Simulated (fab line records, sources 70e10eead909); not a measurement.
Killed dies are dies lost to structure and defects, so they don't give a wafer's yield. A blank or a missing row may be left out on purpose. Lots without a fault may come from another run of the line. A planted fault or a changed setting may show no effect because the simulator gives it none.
Which tool did it? | flow nand_harc | 13 lots, 39 wafers sampled, at 5 steps of a route of 1159

WHAT THE GAUGES READ, wafer by wafer
NHARC_A_M0_THK_MEAS_24: measures by xrf.
lot  | measured     | on            | thk_nm (nm)
L441 | day 17 22:19 | film_metro-02 | 117.1 117.2 113.6
L442 | day 18 00:17 | film_metro-01 | 115.4 114.5 111.5
L446 | day 18 23:41 | film_metro-01 | 113.1 114.5 112.4
L447 | day 19 13:22 | film_metro-02 | 112.5 112.3 113.2
L449 | day 19 20:19 | film_metro-02 | 115.3 112.0 110.6
L450 | day 19 21:11 | film_metro-01 | 115.2 113.7 114.0
L451 | day 20 11:58 | film_metro-02 | 111.0 112.2 112.8
L454 | day 20 12:23 | film_metro-01 | 116.1 111.8 114.6
L453 | day 20 12:50 | film_metro-01 | 112.8 114.9 113.3
L460 | day 22 03:41 | film_metro-01 | 111.8 113.4 115.0
L459 | day 22 04:08 | film_metro-01 | 113.9 113.6 113.2
L458 | day 22 12:52 | film_metro-02 | 114.2 112.7 114.5
L463 | day 23 07:52 | film_metro-01 | 111.4 113.9 112.1

NHARC_END_SORT_01.
lot  | measured     | on        | defect_limited_yield (%) | killed_at_array | killed_at_other | killed_at_periphery | killed_dies | killed_open | killed_short | sort_bin_2_pct (%) | sort_bin_3_pct (%) | sort_bin_4_pct (%) | sort_n_pass | sort_rim_yield_pct (%) | sort_yield_pct (%)
L447 | day 21 02:35 | prober-02 | 93.5 94.5 94.1           | 40 37 37        | 4 0 1           | 0 0 2               | 44 37 40    | 3 3 0       | 2 2 4        | 1.6 1.9 1.8        | 0.59 0.44 0.15     | 4.3 3.1 4.0        | 633 640 637 | 95.3 99.1 95.3         | 93.5 94.5 94.1
L449 | day 21 09:38 | prober-01 | 0 0 0                    | 676 671 675     | 0 0 0           | 1 6 2               | 677 677 677 | 4 1 6       | 4 2 0        | 97.0 97.2 96.6     | 0.15 0.44 0.15     | 2.8 2.4 3.2        | 0 0 0       | 0 0 0                  | 0 0 0
L450 | day 21 09:37 | prober-02 | 0 0 0                    | 673 675 671     | 1 0 0           | 3 2 6               | 677 677 677 | 3 5 8       | 1 4 5        | 95.9 97.3 96.2     | 0 0.15 0.44        | 4.1 2.5 3.4        | 0 0 0       | 0 0 0                  | 0 0 0
L451 | day 22 04:41 | prober-02 | 0 0 0                    | 672 674 675     | 1 0 0           | 4 3 2               | 677 677 677 | 4 1 5       | 0 0 0        | 97.6 97.2 97.2     | 0 0.15 0           | 2.4 2.7 2.8        | 0 0 0       | 0 0 0                  | 0 0 0

WHICH TOOL RAN EACH LOT (tool, then ch and the chambers of the sampled wafers, then the start)
lot  | NHARC_A_M0_CMP_23             | NHARC_A_M0_PRE_CLEAN_31         | NHARC_A_M1_ETCH_15
L441 | cmp-04 ch 0,1,2, day 17 22:00 | pecvd-01 ch 1,2, day 17 22:37   | rie_diel-10 ch 1,2,3, day 18 00:16
L442 | cmp-01 ch 0,1,3, day 17 23:58 | pecvd-01 ch 0,1, day 18 00:31   | rie_diel-10 ch 0,1,2, day 18 02:13
L446 | cmp-04 ch 1,2, day 18 23:22   | pecvd-01 ch 0,1, day 18 23:57   | rie_diel-12 ch 0,1, day 19 01:39
L447 | cmp-02 ch 0,1,3, day 19 13:03 | pecvd-03 ch 0,2, day 19 13:35   | rie_diel-02 ch 1,2,3, day 19 15:17
L449 | cmp-01 ch 0,1,2, day 19 20:05 | pecvd-03 ch 1,2, day 19 20:34   | rie_diel-12 ch 0,2,3, day 19 22:09
L450 | cmp-04 ch 0,1,3, day 19 20:52 | pecvd-03 ch 1,2, day 19 21:25   | rie_diel-12 ch 1,3, day 19 22:58
L451 | cmp-01 ch 1,2, day 20 11:39   | pecvd-01 ch 1,2, day 20 12:13   | rie_diel-12 ch 0,2, day 20 13:53
L454 | cmp-01 ch 0,3, day 20 12:04   | pecvd-01 ch 0,1,2, day 20 12:38 | rie_diel-02 ch 0,1,3, day 20 14:19
L453 | cmp-04 ch 0,1,2, day 20 12:31 | pecvd-03 ch 0,2, day 20 13:03   | rie_diel-10 ch 1,2,3, day 20 14:47
L460 | cmp-02 ch 0,2, day 22 03:23   | pecvd-03 ch 0,1,2, day 22 04:12 | rie_diel-10 ch 1,3, day 22 05:52
L459 | cmp-01 ch 0,1,2, day 22 03:54 | pecvd-01 ch 1,2, day 22 04:28   | rie_diel-12 ch 2,3, day 22 06:09
L458 | cmp-02 ch 0,1,2, day 22 12:35 | pecvd-03 ch 0,2, day 22 13:12   | rie_diel-12 ch 0,1,2, day 22 15:04
L463 | cmp-01 ch 1,3, day 23 07:33   | pecvd-02 ch 0,2, day 23 08:05   | rie_diel-12 ch 1,2, day 23 09:46
- NHARC_A_M0_CMP_23: polishes, t overpolish 20 s, target thk 113.75 nm.
- NHARC_A_M0_PRE_CLEAN_31: time 12 s.
- NHARC_A_M1_ETCH_15: etches the open film in C4F8/Ar, target depth 182.5 nm, time 91.2 s.

WHAT THE TOOLS THEMSELVES READ (means of the sampled wafers that have a number; where no wafer has one, the mark that the record gives instead)
NHARC_A_M0_CMP_23.
lot  | tool   | motor_current_A (A) | time_to_endpoint_s (s)
L441 | cmp-04 | 12.3                | 30
L442 | cmp-01 | 12.7                | 29
L446 | cmp-04 | 13.0                | 27
L447 | cmp-02 | 11.9                | 25
L449 | cmp-01 | 12.5                | 30
L450 | cmp-04 | 12.3                | 30
L451 | cmp-01 | 12.2                | 24
L454 | cmp-01 | 12.1                | 29
L453 | cmp-04 | 12.4                | 28
L460 | cmp-02 | 12.6                | 28
L459 | cmp-01 | 12.3                | 24
L458 | cmp-02 | 11.8                | 25
L463 | cmp-01 | 12.7                | 26

NHARC_A_M0_PRE_CLEAN_31.
lot  | tool     | heater_power_w (W)
L441 | pecvd-01 | 664
L442 | pecvd-01 | 709
L446 | pecvd-01 | 602
L447 | pecvd-03 | 607
L449 | pecvd-03 | 593
L450 | pecvd-03 | 635
L451 | pecvd-01 | 600
L454 | pecvd-01 | 675
L453 | pecvd-03 | 608
L460 | pecvd-03 | 637
L459 | pecvd-01 | 644
L458 | pecvd-03 | 619
L463 | pecvd-02 | 606

NHARC_A_M1_ETCH_15.
lot  | tool        | bias_w (W) | chamber_pressure_mTorr (mTorr) | oes_product_au (a.u.) | rf_vpp_V (V)
L441 | rie_diel-10 | 300.3      | 24.995                         | 0.966                 | 442.6
L442 | rie_diel-10 | 300.3      | 25.003                         | 0.964                 | 439.0
L446 | rie_diel-12 | 299.9      | 24.984                         | 0.947                 | 440.2
L447 | rie_diel-02 | 300.3      | 25.003                         | 0.972                 | 439.2
L449 | rie_diel-12 | -          | -                              | -                     | -
L450 | rie_diel-12 | -          | -                              | -                     | -
L451 | rie_diel-12 | -          | -                              | -                     | -
L454 | rie_diel-02 | 301.1      | 25.014                         | 0.978                 | 440.5
L453 | rie_diel-10 | 301.0      | 25.011                         | 0.919                 | 442.6
L460 | rie_diel-10 | 300.5      | 25.003                         | 0.922                 | 441.8
L459 | rie_diel-12 | 299.8      | 25.008                         | 0.936                 | 440.8
L458 | rie_diel-12 | 299.7      | 25.004                         | 0.972                 | 442.5
L463 | rie_diel-12 | 298.9      | 24.991                         | 0.934                 | 443.0

THE ANSWER, worked out from the rows above alone
Rule: what is usual is taken from the lots themselves. Put in order of their means at a reading, lots are off if they are a third of the lots or fewer, leave a main group of 4 or more, and stand apart from it by a gap of 3 or more times the standard deviation of the main group's means; of several such gaps the widest counts. A main group whose means are all the same, to the digits that the tables above print for the reading, isn't used. A lot without any number at a reading at which 4 lots or more have one is off too. The other lots that the step has rows for count as sound. The gauges are gone through in route order, then the tools' own readings, and for those a lot's mean is taken as printed above. The first step at which some lot is off is used, and at that step the reading that is off furthest; a lot without a number counts as furthest.
Off: L449, L450, L451, at NHARC_A_M1_ETCH_15 (bias_w). Without a number there: L449, L450, L451. The main group: mean 300.2 W, standard deviation 0.61.
A tool fits if, at that step or a process step before it, it ran every lot that is off, and no sound lot after the first of them. None of those tried fits.

WHAT THE SIMULATOR HAD PUT IN
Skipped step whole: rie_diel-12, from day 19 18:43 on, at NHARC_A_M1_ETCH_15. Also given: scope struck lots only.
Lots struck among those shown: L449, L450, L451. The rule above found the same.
